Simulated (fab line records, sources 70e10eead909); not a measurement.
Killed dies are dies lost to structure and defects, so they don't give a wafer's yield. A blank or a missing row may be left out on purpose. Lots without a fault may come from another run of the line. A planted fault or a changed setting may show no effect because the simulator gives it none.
Chamber matching | flow nand_harc | NHARC_P_M2_STRIP_18 on rie_diel-04: 4 sister chambers
The step strips in N2/H2. 18 wafers are shown with their chamber, then 9 later ones without.

WAFERS WITH THEIR CHAMBER
wafer  | chamber | drypump_motor_current_A (A) | oes_product_au (a.u.) | rf_vpp_V (V)
L075.1 | 0       | 5.9                         | 1.000                 | 91.4
L075.3 | 3       | 5.1                         | 0.990                 | 91.6
L075.4 | 1       | 6.2                         | 0.997                 | 90.1
L079.1 | 2       | 5.6                         | 1.007                 | 90.1
L079.4 | 3       | 5.1                         | 0.997                 | 91.3
L079.6 | 1       | 6.2                         | 1.007                 | 90.6
L080.3 | 2       | 5.7                         | 1.005                 | 90.6
L080.4 | 3       | 5.1                         | 0.994                 | 91.2
L080.5 | 0       | 5.8                         | 1.005                 | 89.2
L086.2 | 3       | 5.1                         | 1.007                 | 91.2
L086.4 | 0       | 5.9                         | 0.998                 | 89.1
L086.6 | 0       | 5.9                         | 0.990                 | 90.8
L087.2 | 3       | 5.1                         | 0.990                 | 90.1
L087.5 | 1       | 6.2                         | 0.989                 | 91.9
L087.6 | 0       | 5.9                         | 0.992                 | 89.5
L088.2 | 1       | 6.2                         | 0.989                 | 91.7
L088.3 | 0       | 5.8                         | 0.997                 | 89.9
L088.5 | 3       | 5.2                         | 0.999                 | 91.4

SIGNATURES (means of the wafers above)
reading                 | chamber 0 | chamber 1 | chamber 2 | chamber 3 | scatter within a chamber
drypump_motor_current_A | 5.867     | 6.200     | 5.650     | 5.117     | 0.0436
oes_product_au          | 0.99700   | 0.99550   | 1.00600   | 0.99617   | 0.00641
rf_vpp_V                | 89.983    | 91.075    | 90.350    | 91.133    | 0.759
Rule: a wafer's distance from a chamber is the root of the sum, over the readings, of the square of ((its reading less the chamber's mean) divided by the reading's scatter). The wafer belongs to the nearest chamber; if the next one is less than 2 further off, it can't be placed. The scatter: the root of (the sum of the squares of (reading less its chamber's mean) over the shown wafers, divided by (wafers less chambers)).

WAFERS WITHOUT THEIR CHAMBER
wafer  | drypump_motor_current_A (A) | oes_product_au (a.u.) | rf_vpp_V (V)
L091.2 | 5.1                         | 0.992                 | 90.3
L091.4 | 5.8                         | 1.007                 | 90.0
L091.5 | 5.1                         | 0.996                 | 89.1
L092.2 | 5.7                         | 0.986                 | 91.2
L092.4 | 6.2                         | 0.994                 | 89.9
L092.5 | 5.8                         | 0.991                 | 90.0
L095.2 | 5.1                         | 0.998                 | 90.7
L095.4 | 5.8                         | 1.002                 | 88.1
L095.5 | 6.2                         | 0.989                 | 89.7

WHICH CHAMBER EACH WENT THROUGH
wafer  | from the rows above     | in truth
L091.2 | 3                       | 3
L091.4 | can't be placed: 0 or 2 | 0
L091.5 | 3                       | 3
L092.2 | can't be placed: 2 or 0 | 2
L092.4 | 1                       | 1
L092.5 | 0                       | 0
L095.2 | 3                       | 3
L095.4 | can't be placed: 0 or 2 | 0
L095.5 | 1                       | 1
Placed correctly: 6 of 9. Can't be placed from these rows: 3 (the true chamber is among the candidates in 3). Placed wrongly: 0.
